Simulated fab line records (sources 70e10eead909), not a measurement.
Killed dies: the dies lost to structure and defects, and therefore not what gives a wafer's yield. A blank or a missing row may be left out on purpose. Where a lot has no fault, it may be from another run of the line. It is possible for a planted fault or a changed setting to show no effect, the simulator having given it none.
Which tool did it? :: flow nand-harc :: 24 lots with 72 wafers sampled at 6 steps, on a route of 1302 steps

== WHAT EACH GAUGE READ, for each wafer ==
NHARC_P_BONDPAD_CD_MEAS_09 targets a cd of 500 nm. Usual: cd-nm at 500.4 nm, with a standard deviation of 2.2.
lot: L074
measured: day 6 12:35
on: cd-sem-01
cd-nm (nm): 496.6 497.3 498.2
flag: 

lot: L075
measured: day 7 02:09
on: cd-sem-02
cd-nm (nm): 501.6 500.1 504.7
flag: 

lot: L076
measured: day 7 05:03
on: cd-sem-02
cd-nm (nm): 496.5 499.8 499.4
flag: 

lot: L077
measured: day 8 00:00
on: cd-sem-02
cd-nm (nm): 499.1 501.5 499.0
flag: 

lot: L078
measured: day 8 03:22
on: cd-sem-03
cd-nm (nm): 499.8 501.1 498.8
flag: 

lot: L079
measured: day 8 14:09
on: cd-sem-02
cd-nm (nm): 500.2 501.0 500.5
flag: 

lot: L080
measured: day 9 02:10
on: cd-sem-03
cd-nm (nm): 499.6 500.3 500.5
flag: 

lot: L081
measured: day 9 08:42
on: cd-sem-01
cd-nm (nm): 502.4 502.5 499.8
flag: 

lot: L082
measured: day 10 02:52
on: cd-sem-03
cd-nm (nm): 502.4 505.4 503.0
flag: 

lot: L083
measured: day 10 08:14
on: cd-sem-03
cd-nm (nm): 499.8 500.8 499.6
flag: 

lot: L084
measured: day 10 16:28
on: cd-sem-03
cd-nm (nm): 502.3 498.2 498.3
flag: 

lot: L085
measured: day 11 04:56
on: cd-sem-02
cd-nm (nm): 501.2 499.7 499.3
flag: 

lot: L086
measured: day 11 15:35
on: cd-sem-02
cd-nm (nm): 503.6 499.0 500.9
flag: 

lot: L087
measured: day 12 00:51
on: cd-sem-03
cd-nm (nm): 499.3 501.8 500.8
flag: 

lot: L088
measured: day 12 21:34
on: cd-sem-03
cd-nm (nm): 499.8 498.6 497.9
flag: 

lot: L089
measured: day 13 00:26
on: cd-sem-01
cd-nm (nm): 502.8 498.6 500.8
flag: 

lot: L090
measured: day 13 07:34
on: cd-sem-01
cd-nm (nm): 500.7 500.2 503.0
flag: 

lot: L091
measured: day 13 16:13
on: cd-sem-02
cd-nm (nm): 505.0 503.7 505.6
flag: 

lot: L092
measured: day 14 04:27
on: cd-sem-02
cd-nm (nm): 495.0 499.2 498.6
flag: 

lot: L093
measured: day 14 18:35
on: cd-sem-02
cd-nm (nm): 497.4 496.8 497.2
flag: 

lot: L094
measured: day 15 05:03
on: cd-sem-02
cd-nm (nm): 500.6 501.7 502.8
flag: 

lot: L095
measured: day 16 04:04
on: cd-sem-01
cd-nm (nm): 500.0 500.4 501.1
flag: 

lot: L096
measured: day 16 12:34
on: cd-sem-02
cd-nm (nm): 501.6 501.4 504.3
flag: 

lot: L097
measured: day 16 13:53
on: cd-sem-03
cd-nm (nm): 500.6 500.3 499.0
flag: 

NHARC_P_BONDPAD_THK_MEAS_20: measures by xrf. Usual: thk-nm at 160.9 nm, with a standard deviation of 1.5.
lot: L074
measured: day 6 15:08
on: film-metro-02
thk-nm (nm): 159.8 162.2 160.3
flag: 

lot: L075
measured: day 7 04:41
on: film-metro-01
thk-nm (nm): 158.4 159.2 160.2
flag: 

lot: L076
measured: day 7 07:37
on: film-metro-02
thk-nm (nm): 161.7 161.7 160.2
flag: 

lot: L077
measured: day 8 02:32
on: film-metro-02
thk-nm (nm): 160.2 159.8 160.3
flag: 

lot: L078
measured: day 8 05:55
on: film-metro-02
thk-nm (nm): 161.1 160.1 159.0
flag: 

lot: L079
measured: day 8 16:43
on: film-metro-02
thk-nm (nm): 159.8 163.2 161.8
flag: 

lot: L080
measured: day 9 04:44
on: film-metro-02
thk-nm (nm): 160.0 161.6 157.7
flag: 

lot: L081
measured: day 9 11:16
on: film-metro-02
thk-nm (nm): 160.8 161.3 161.1
flag: 

lot: L082
measured: day 10 05:25
on: film-metro-02
thk-nm (nm): 160.9 162.6 160.9
flag: 

lot: L083
measured: day 10 10:48
on: film-metro-02
thk-nm (nm): 159.4 160.3 161.7
flag: 

lot: L084
measured: day 10 19:17
on: film-metro-02
thk-nm (nm): 162.7 161.3 161.0
flag: 

lot: L085
measured: day 11 07:32
on: film-metro-01
thk-nm (nm): 161.1 162.8 159.3
flag: 

lot: L086
measured: day 11 18:08
on: film-metro-01
thk-nm (nm): 158.4 165.3 160.5
flag: 

lot: L087
measured: day 12 03:24
on: film-metro-01
thk-nm (nm): 159.2 163.0 160.7
flag: 

lot: L088
measured: day 13 00:09
on: film-metro-02
thk-nm (nm): 160.3 158.2 162.2
flag: 

lot: L089
measured: day 13 03:00
on: film-metro-02
thk-nm (nm): 161.0 163.3 162.3
flag: 

lot: L090
measured: day 13 10:16
on: film-metro-02
thk-nm (nm): 159.1 160.7 158.5
flag: 

lot: L091
measured: day 13 18:47
on: film-metro-02
thk-nm (nm): 159.4 160.1 159.5
flag: 

lot: L092
measured: day 14 07:00
on: film-metro-02
thk-nm (nm): 161.1 159.5 160.8
flag: 

lot: L093
measured: day 14 21:11
on: film-metro-02
thk-nm (nm): 158.5 161.7 161.4
flag: 

lot: L094
measured: day 15 07:43
on: film-metro-02
thk-nm (nm): 161.2 160.7 164.4
flag: 

lot: L095
measured: day 16 06:53
on: film-metro-02
thk-nm (nm): 163.7 161.1 162.8
flag: 

lot: L096
measured: day 16 15:22
on: film-metro-01
thk-nm (nm): 159.8 163.3 161.0
flag: 

lot: L097
measured: day 16 16:51
on: film-metro-01
thk-nm (nm): 162.1 160.4 160.5
flag: 

NHARC_A_ZERO_WELL_CD_MEAS_10 targets a cd of 2000 nm. Usual: cd-nm at 2000.3 nm, with a standard deviation of 1.9.
lot: L074
measured: day 6 16:39
on: cd-sem-03
cd-nm (nm): 2001.1 1998.7 2001.6
flag: 

lot: L075
measured: day 7 06:14
on: cd-sem-02
cd-nm (nm): 2002.8 2000.6 1997.5
flag: 

lot: L076
measured: day 7 09:08
on: cd-sem-02
cd-nm (nm): 2002.3 1998.5 2001.3
flag: 

lot: L077
measured: day 8 04:03
on: cd-sem-01
cd-nm (nm): 2001.5 1997.8 2001.6
flag: 

lot: L078
measured: day 8 07:27
on: cd-sem-03
cd-nm (nm): 2001.8 2000.5 2000.9
flag: 

lot: L079
measured: day 8 18:06
on: cd-sem-02
cd-nm (nm): 2002.1 1998.0 2000.5
flag: 

lot: L080
measured: day 9 06:07
on: cd-sem-01
cd-nm (nm): 1999.4 2000.6 2000.4
flag: 

lot: L081
measured: day 9 12:52
on: cd-sem-02
cd-nm (nm): 1998.8 2003.8 1999.7
flag: 

lot: L082
measured: day 10 06:49
on: cd-sem-02
cd-nm (nm): 1999.4 2000.9 2002.8
flag: 

lot: L083
measured: day 10 12:26
on: cd-sem-02
cd-nm (nm): 1999.6 1999.3 1998.5
flag: 

lot: L084
measured: day 10 20:41
on: cd-sem-02
cd-nm (nm): 2001.5 2004.4 2001.6
flag: 

lot: L085
measured: day 11 09:02
on: cd-sem-03
cd-nm (nm): 1998.3 1999.4 1998.1
flag: 

lot: L086
measured: day 11 19:41
on: cd-sem-02
cd-nm (nm): 2002.0 2002.7 2001.3
flag: 

lot: L087
measured: day 12 04:59
on: cd-sem-03
cd-nm (nm): 1997.7 2001.8 2000.1
flag: 

lot: L088
measured: day 13 01:41
on: cd-sem-03
cd-nm (nm): 1999.3 1999.1 1998.9
flag: 

lot: L089
measured: day 13 04:33
on: cd-sem-01
cd-nm (nm): 2002.5 1999.8 2002.6
flag: 

lot: L090
measured: day 13 11:40
on: cd-sem-02
cd-nm (nm): 1999.9 1994.9 1997.7
flag: 

lot: L091
measured: day 13 20:19
on: cd-sem-03
cd-nm (nm): 2002.4 2000.2 2002.3
flag: 

lot: L092
measured: day 14 08:31
on: cd-sem-01
cd-nm (nm): 1996.5 2000.2 1998.5
flag: 

lot: L093
measured: day 14 22:43
on: cd-sem-01
cd-nm (nm): 2002.5 2000.9 2003.4
flag: 

lot: L094
measured: day 15 09:13
on: cd-sem-02
cd-nm (nm): 1999.8 2001.7 2000.0
flag: 

lot: L095
measured: day 16 08:26
on: cd-sem-02
cd-nm (nm): 1998.6 2001.1 2000.8
flag: 

lot: L096
measured: day 16 16:54
on: cd-sem-02
cd-nm (nm): 2001.2 2002.5 2003.2
flag: 

lot: L097
measured: day 16 18:14
on: cd-sem-03
cd-nm (nm): 1999.8 1999.3 2001.3
flag: 

== WHICH TOOL RAN EACH LOT (tool, then ch and the chambers of the sampled wafers, then the start) ==
lot: L074
NHARC_P_M2_STRIP_18: rie-diel-05 ch 1,2, day 6 08:46
NHARC_P_M2_DEP_33: pecvd-02 ch 0,1,2, day 6 11:10
NHARC_P_BONDPAD_DEGAS_25: pvd-sputter-01, day 6 13:44

lot: L075
NHARC_P_M2_STRIP_18: rie-diel-01 ch 1,3, day 6 22:09
NHARC_P_M2_DEP_33: pecvd-04 ch 0,1,2, day 7 00:35
NHARC_P_BONDPAD_DEGAS_25: pvd-sputter-01, day 7 03:17

lot: L076
NHARC_P_M2_STRIP_18: rie-diel-01 ch 0,2,3, day 7 01:04
NHARC_P_M2_DEP_33: pecvd-02 ch 1,2, day 7 03:27
NHARC_P_BONDPAD_DEGAS_25: pvd-sputter-03, day 7 06:12

lot: L077
NHARC_P_M2_STRIP_18: rie-diel-05 ch 1,3, day 7 19:46
NHARC_P_M2_DEP_33: pecvd-02 ch 0,2, day 7 22:34
NHARC_P_BONDPAD_DEGAS_25: pvd-sputter-02, day 8 01:08

lot: L078
NHARC_P_M2_STRIP_18: rie-diel-05 ch 0,1,2, day 7 23:23
NHARC_P_M2_DEP_33: pecvd-01 ch 1,2, day 8 01:46
NHARC_P_BONDPAD_DEGAS_25: pvd-sputter-02, day 8 04:32

lot: L079
NHARC_P_M2_STRIP_18: rie-diel-01 ch 0,1,2, day 8 10:19
NHARC_P_M2_DEP_33: pecvd-01 ch 0,2, day 8 12:40
NHARC_P_BONDPAD_DEGAS_25: pvd-sputter-01, day 8 15:18

lot: L080
NHARC_P_M2_STRIP_18: rie-diel-02 ch 0,2,3, day 8 22:20
NHARC_P_M2_DEP_33: pecvd-04 ch 0,1,2, day 9 00:39
NHARC_P_BONDPAD_DEGAS_25: pvd-sputter-02, day 9 03:19

lot: L081
NHARC_P_M2_STRIP_18: rie-diel-01 ch 1,2, day 9 04:50
NHARC_P_M2_DEP_33: pecvd-01 ch 0,2, day 9 07:11
NHARC_P_BONDPAD_DEGAS_25: pvd-sputter-02, day 9 09:52

lot: L082
NHARC_P_M2_STRIP_18: rie-diel-05 ch 1,2,3, day 9 22:58
NHARC_P_M2_DEP_33: pecvd-04 ch 1,2, day 10 01:16
NHARC_P_BONDPAD_DEGAS_25: pvd-sputter-01, day 10 04:02

lot: L083
NHARC_P_M2_STRIP_18: rie-diel-01 ch 1,2,3, day 10 04:18
NHARC_P_M2_DEP_33: pecvd-04 ch 0,1,2, day 10 06:43
NHARC_P_BONDPAD_DEGAS_25: pvd-sputter-02, day 10 09:24

lot: L084
NHARC_P_M2_STRIP_18: rie-diel-01 ch 0,2,3, day 10 12:29
NHARC_P_M2_DEP_33: pecvd-04 ch 0,2, day 10 14:54
NHARC_P_BONDPAD_DEGAS_25: pvd-sputter-02, day 10 17:44

lot: L085
NHARC_P_M2_STRIP_18: rie-diel-02 ch 0,2, day 11 00:59
NHARC_P_M2_DEP_33: pecvd-04 ch 1,2, day 11 03:28
NHARC_P_BONDPAD_DEGAS_25: pvd-sputter-01, day 11 06:08

lot: L086
NHARC_P_M2_STRIP_18: rie-diel-02 ch 1,2,3, day 11 11:46
NHARC_P_M2_DEP_33: pecvd-04 ch 0,1,2, day 11 14:11
NHARC_P_BONDPAD_DEGAS_25: pvd-sputter-01, day 11 16:45

lot: L087
NHARC_P_M2_STRIP_18: rie-diel-05 ch 0,2, day 11 21:01
NHARC_P_M2_DEP_33: pecvd-01 ch 1,2, day 11 23:23
NHARC_P_BONDPAD_DEGAS_25: pvd-sputter-03, day 12 02:01

lot: L088
NHARC_P_M2_STRIP_18: rie-diel-01 ch 0,1,3, day 12 17:44
NHARC_P_M2_DEP_33: pecvd-01 ch 0,1,2, day 12 20:03
NHARC_P_BONDPAD_DEGAS_25: pvd-sputter-01, day 12 22:43

lot: L089
NHARC_P_M2_STRIP_18: rie-diel-02 ch 2,3, day 12 20:34
NHARC_P_M2_DEP_33: pecvd-02 ch 0,1,2, day 12 23:00
NHARC_P_BONDPAD_DEGAS_25: pvd-sputter-01, day 13 01:36

lot: L090
NHARC_P_M2_STRIP_18: rie-diel-05 ch 1,2,3, day 13 03:26
NHARC_P_M2_DEP_33: pecvd-04 ch 0,1, day 13 05:56
NHARC_P_BONDPAD_DEGAS_25: pvd-sputter-03, day 13 08:43

lot: L091
NHARC_P_M2_STRIP_18: rie-diel-05 ch 1,2,3, day 13 12:08
NHARC_P_M2_DEP_33: pecvd-02 ch 0,2, day 13 14:34
NHARC_P_BONDPAD_DEGAS_25: pvd-sputter-02, day 13 17:23

lot: L092
NHARC_P_M2_STRIP_18: rie-diel-05 ch 1,3, day 14 00:30
NHARC_P_M2_DEP_33: pecvd-04 ch 0,1, day 14 02:52
NHARC_P_BONDPAD_DEGAS_25: pvd-sputter-01, day 14 05:37

lot: L093
NHARC_P_M2_STRIP_18: rie-diel-05 ch 1,3, day 14 14:11
NHARC_P_M2_DEP_33: pecvd-01 ch 0,1,2, day 14 16:52
NHARC_P_BONDPAD_DEGAS_25: pvd-sputter-02, day 14 19:47

lot: L094
NHARC_P_M2_STRIP_18: rie-diel-05 ch 0,1,2, day 15 00:54
NHARC_P_M2_DEP_33: pecvd-01 ch 0,1,2, day 15 03:16
NHARC_P_BONDPAD_DEGAS_25: pvd-sputter-01, day 15 06:19

lot: L095
NHARC_P_M2_STRIP_18: rie-diel-01 ch 1,2, day 16 00:04
NHARC_P_M2_DEP_33: pecvd-01 ch 0,1,2, day 16 02:34
NHARC_P_BONDPAD_DEGAS_25: pvd-sputter-03, day 16 05:13

lot: L096
NHARC_P_M2_STRIP_18: rie-diel-01 ch 0,1,2, day 16 08:38
NHARC_P_M2_DEP_33: pecvd-01 ch 0,1, day 16 10:56
NHARC_P_BONDPAD_DEGAS_25: pvd-sputter-02, day 16 13:43

lot: L097
NHARC_P_M2_STRIP_18: rie-diel-05 ch 0,3, day 16 09:52
NHARC_P_M2_DEP_33: pecvd-01 ch 0,1, day 16 12:20
NHARC_P_BONDPAD_DEGAS_25: pvd-sputter-03, day 16 15:02
- NHARC_P_M2_STRIP_18: strips in N2/H2.
- NHARC_P_M2_DEP_33: deposits SiCN, target thk 30 nm.
- NHARC_P_BONDPAD_DEGAS_25: time 60 s.

== WHAT THE TOOLS THEMSELVES READ (means of the sampled wafers that have a number; where no wafer has one, the mark that the record gives instead) ==
NHARC_P_M2_STRIP_18. Usual: drypump-motor-current-A 5.6 A, standard deviation 0.34; oes-product-au 1.002 a.u., standard deviation 0.0094; rf-vpp-V 90.5 V, standard deviation 0.87; showerhead-plenum-p-Torr 2.02 Torr, standard deviation 0.058; throttle-valve-pct 14.171 %, standard deviation 0.0096.
lot: L074
tool: rie-diel-05
drypump-motor-current-A (A): 5.7
oes-product-au (a.u.): 0.990
rf-vpp-V (V): 91.9
showerhead-plenum-p-Torr (Torr): 2.11
throttle-valve-pct (%): 14.167
flag: 

lot: L075
tool: rie-diel-01
drypump-motor-current-A (A): 5.5
oes-product-au (a.u.): 1.006
rf-vpp-V (V): 90.4
showerhead-plenum-p-Torr (Torr): 1.98
throttle-valve-pct (%): 14.173
flag: 

lot: L076
tool: rie-diel-01
drypump-motor-current-A (A): 5.6
oes-product-au (a.u.): 0.999
rf-vpp-V (V): 90.8
showerhead-plenum-p-Torr (Torr): 2.03
throttle-valve-pct (%): 14.179
flag: 

lot: L077
tool: rie-diel-05
drypump-motor-current-A (A): 6.0
oes-product-au (a.u.): 0.989
rf-vpp-V (V): 90.1
showerhead-plenum-p-Torr (Torr): 2.05
throttle-valve-pct (%): 14.179
flag: 

lot: L078
tool: rie-diel-05
drypump-motor-current-A (A): 5.7
oes-product-au (a.u.): 1.002
rf-vpp-V (V): 89.8
showerhead-plenum-p-Torr (Torr): 2.07
throttle-valve-pct (%): 14.158
flag: 

lot: L079
tool: rie-diel-01
drypump-motor-current-A (A): 5.5
oes-product-au (a.u.): 1.004
rf-vpp-V (V): 91.1
showerhead-plenum-p-Torr (Torr): 2.02
throttle-valve-pct (%): 14.172
flag: 

lot: L080
tool: rie-diel-02
drypump-motor-current-A (A): 5.9
oes-product-au (a.u.): 1.004
rf-vpp-V (V): 89.9
showerhead-plenum-p-Torr (Torr): 1.95
throttle-valve-pct (%): 14.172
flag: 

lot: L081
tool: rie-diel-01
drypump-motor-current-A (A): 5.3
oes-product-au (a.u.): 1.010
rf-vpp-V (V): 90.3
showerhead-plenum-p-Torr (Torr): 2.00
throttle-valve-pct (%): 14.173
flag: 

lot: L082
tool: rie-diel-05
drypump-motor-current-A (A): 5.7
oes-product-au (a.u.): 0.990
rf-vpp-V (V): 90.8
showerhead-plenum-p-Torr (Torr): 2.06
throttle-valve-pct (%): 14.171
flag: 

lot: L083
tool: rie-diel-01
drypump-motor-current-A (A): 5.4
oes-product-au (a.u.): 1.006
rf-vpp-V (V): 90.9
showerhead-plenum-p-Torr (Torr): 2.00
throttle-valve-pct (%): 14.160
flag: 

lot: L084
tool: rie-diel-01
drypump-motor-current-A (A): 5.6
oes-product-au (a.u.): 0.999
rf-vpp-V (V): 91.4
showerhead-plenum-p-Torr (Torr): 2.02
throttle-valve-pct (%): 14.173
flag: 

lot: L085
tool: rie-diel-02
drypump-motor-current-A (A): 5.8
oes-product-au (a.u.): 0.993
rf-vpp-V (V): 89.9
showerhead-plenum-p-Torr (Torr): 1.95
throttle-valve-pct (%): 14.161
flag: 

lot: L086
tool: rie-diel-02
drypump-motor-current-A (A): 6.0
oes-product-au (a.u.): 1.009
rf-vpp-V (V): 90.8
showerhead-plenum-p-Torr (Torr): 1.93
throttle-valve-pct (%): 14.173
flag: 

lot: L087
tool: rie-diel-05
drypump-motor-current-A (A): 5.4
oes-product-au (a.u.): 1.005
rf-vpp-V (V): 90.9
showerhead-plenum-p-Torr (Torr): 2.04
throttle-valve-pct (%): 14.173
flag: 

lot: L088
tool: rie-diel-01
drypump-motor-current-A (A): 5.7
oes-product-au (a.u.): 1.016
rf-vpp-V (V): 89.9
showerhead-plenum-p-Torr (Torr): 2.00
throttle-valve-pct (%): 14.175
flag: 

lot: L089
tool: rie-diel-02
drypump-motor-current-A (A): 6.1
oes-product-au (a.u.): 0.992
rf-vpp-V (V): 89.9
showerhead-plenum-p-Torr (Torr): 1.93
throttle-valve-pct (%): 14.176
flag: 

lot: L090
tool: rie-diel-05
drypump-motor-current-A (A): 5.7
oes-product-au (a.u.): 0.998
rf-vpp-V (V): 89.8
showerhead-plenum-p-Torr (Torr): 2.06
throttle-valve-pct (%): 14.172
flag: 

lot: L091
tool: rie-diel-05
drypump-motor-current-A (A): 5.7
oes-product-au (a.u.): 0.998
rf-vpp-V (V): 90.6
showerhead-plenum-p-Torr (Torr): 2.06
throttle-valve-pct (%): 14.171
flag: 

lot: L092
tool: rie-diel-05
drypump-motor-current-A (A): 5.7
oes-product-au (a.u.): 1.011
rf-vpp-V (V): 90.4
showerhead-plenum-p-Torr (Torr): 2.02
throttle-valve-pct (%): 14.168
flag: 

lot: L093
tool: rie-diel-05
drypump-motor-current-A (A): 6.0
oes-product-au (a.u.): 1.004
rf-vpp-V (V): 90.9
showerhead-plenum-p-Torr (Torr): 2.05
throttle-valve-pct (%): 14.165
flag: 

lot: L094
tool: rie-diel-05
drypump-motor-current-A (A): 5.7
oes-product-au (a.u.): 1.004
rf-vpp-V (V): 91.3
showerhead-plenum-p-Torr (Torr): 2.06
throttle-valve-pct (%): 14.168
flag: 

lot: L095
tool: rie-diel-01
drypump-motor-current-A (A): 5.3
oes-product-au (a.u.): 1.003
rf-vpp-V (V): 90.2
showerhead-plenum-p-Torr (Torr): 2.02
throttle-valve-pct (%): 14.173
flag: 

lot: L096
tool: rie-diel-01
drypump-motor-current-A (A): 5.5
oes-product-au (a.u.): 1.004
rf-vpp-V (V): 91.0
showerhead-plenum-p-Torr (Torr): 2.02
throttle-valve-pct (%): 14.168
flag: 

lot: L097
tool: rie-diel-05
drypump-motor-current-A (A): 5.4
oes-product-au (a.u.): 0.988
rf-vpp-V (V): 90.3
showerhead-plenum-p-Torr (Torr): 1.99
throttle-valve-pct (%): 14.180
flag: 

NHARC_P_M2_DEP_33. Usual: heater-power-w at 577 W, with a standard deviation of 74.
lot: L074
tool: pecvd-02
heater-power-w (W): 586
flag: 

lot: L075
tool: pecvd-04
heater-power-w (W): 578
flag: 

lot: L076
tool: pecvd-02
heater-power-w (W): 572
flag: 

lot: L077
tool: pecvd-02
heater-power-w (W): 562
flag: 

lot: L078
tool: pecvd-01
heater-power-w (W): 558
flag: 

lot: L079
tool: pecvd-01
heater-power-w (W): 559
flag: 

lot: L080
tool: pecvd-04
heater-power-w (W): 543
flag: 

lot: L081
tool: pecvd-01
heater-power-w (W): 522
flag: 

lot: L082
tool: pecvd-04
heater-power-w (W): 541
flag: 

lot: L083
tool: pecvd-04
heater-power-w (W): 576
flag: 

lot: L084
tool: pecvd-04
heater-power-w (W): 527
flag: 

lot: L085
tool: pecvd-04
heater-power-w (W): 568
flag: 

lot: L086
tool: pecvd-04
heater-power-w (W): 586
flag: 

lot: L087
tool: pecvd-01
heater-power-w (W): 527
flag: 

lot: L088
tool: pecvd-01
heater-power-w (W): 581
flag: 

lot: L089
tool: pecvd-02
heater-power-w (W): 579
flag: 

lot: L090
tool: pecvd-04
heater-power-w (W): 626
flag: 

lot: L091
tool: pecvd-02
heater-power-w (W): 656
flag: 

lot: L092
tool: pecvd-04
heater-power-w (W): 675
flag: 

lot: L093
tool: pecvd-01
heater-power-w (W): 552
flag: 

lot: L094
tool: pecvd-01
heater-power-w (W): 583
flag: 

lot: L095
tool: pecvd-01
heater-power-w (W): 528
flag: 

lot: L096
tool: pecvd-01
heater-power-w (W): 578
flag: 

lot: L097
tool: pecvd-01
heater-power-w (W): 632
flag: 

NHARC_P_BONDPAD_DEGAS_25. Usual: heater-power-w at 475 W, with a standard deviation of 56.
lot: L074
tool: pvd-sputter-01
heater-power-w (W): 466
flag: 

lot: L075
tool: pvd-sputter-01
heater-power-w (W): 498
flag: 

lot: L076
tool: pvd-sputter-03
heater-power-w (W): 435
flag: 

lot: L077
tool: pvd-sputter-02
heater-power-w (W): 437
flag: 

lot: L078
tool: pvd-sputter-02
heater-power-w (W): 505
flag: 

lot: L079
tool: pvd-sputter-01
heater-power-w (W): 458
flag: 

lot: L080
tool: pvd-sputter-02
heater-power-w (W): 462
flag: 

lot: L081
tool: pvd-sputter-02
heater-power-w (W): 460
flag: 

lot: L082
tool: pvd-sputter-01
heater-power-w (W): 483
flag: 

lot: L083
tool: pvd-sputter-02
heater-power-w (W): 474
flag: 

lot: L084
tool: pvd-sputter-02
heater-power-w (W): 511
flag: 

lot: L085
tool: pvd-sputter-01
heater-power-w (W): 511
flag: 

lot: L086
tool: pvd-sputter-01
heater-power-w (W): 516
flag: 

lot: L087
tool: pvd-sputter-03
heater-power-w (W): 407
flag: 

lot: L088
tool: pvd-sputter-01
heater-power-w (W): 517
flag: 

lot: L089
tool: pvd-sputter-01
heater-power-w (W): 481
flag: 

lot: L090
tool: pvd-sputter-03
heater-power-w (W): 446
flag: 

lot: L091
tool: pvd-sputter-02
heater-power-w (W): 491
flag: 

lot: L092
tool: pvd-sputter-01
heater-power-w (W): 492
flag: 

lot: L093
tool: pvd-sputter-02
heater-power-w (W): 414
flag: 

lot: L094
tool: pvd-sputter-01
heater-power-w (W): 483
flag: 

lot: L095
tool: pvd-sputter-03
heater-power-w (W): 466
flag: 

lot: L096
tool: pvd-sputter-02
heater-power-w (W): 500
flag: 

lot: L097
tool: pvd-sputter-03
heater-power-w (W): 509
flag: 

== THE ANSWER, worked out from the rows above alone ==
Rule: take the mean of a lot's wafers that have a number; if it is more than 3 standard deviations from the usual mean, the lot is off. A lot without any number at a reading at which 4 lots or more have one is off too. The other lots that the step has rows for count as sound. After the gauges, taken in route order, come the tools' own readings; for these a lot's mean is taken, as printed above. The first step at which some lot is off is used, and at that step the reading that is off furthest; a lot without a number counts as furthest.
No lot is off at any reading shown: from this, nothing can be told.

== WHAT THE SIMULATOR HAD INSERTED ==
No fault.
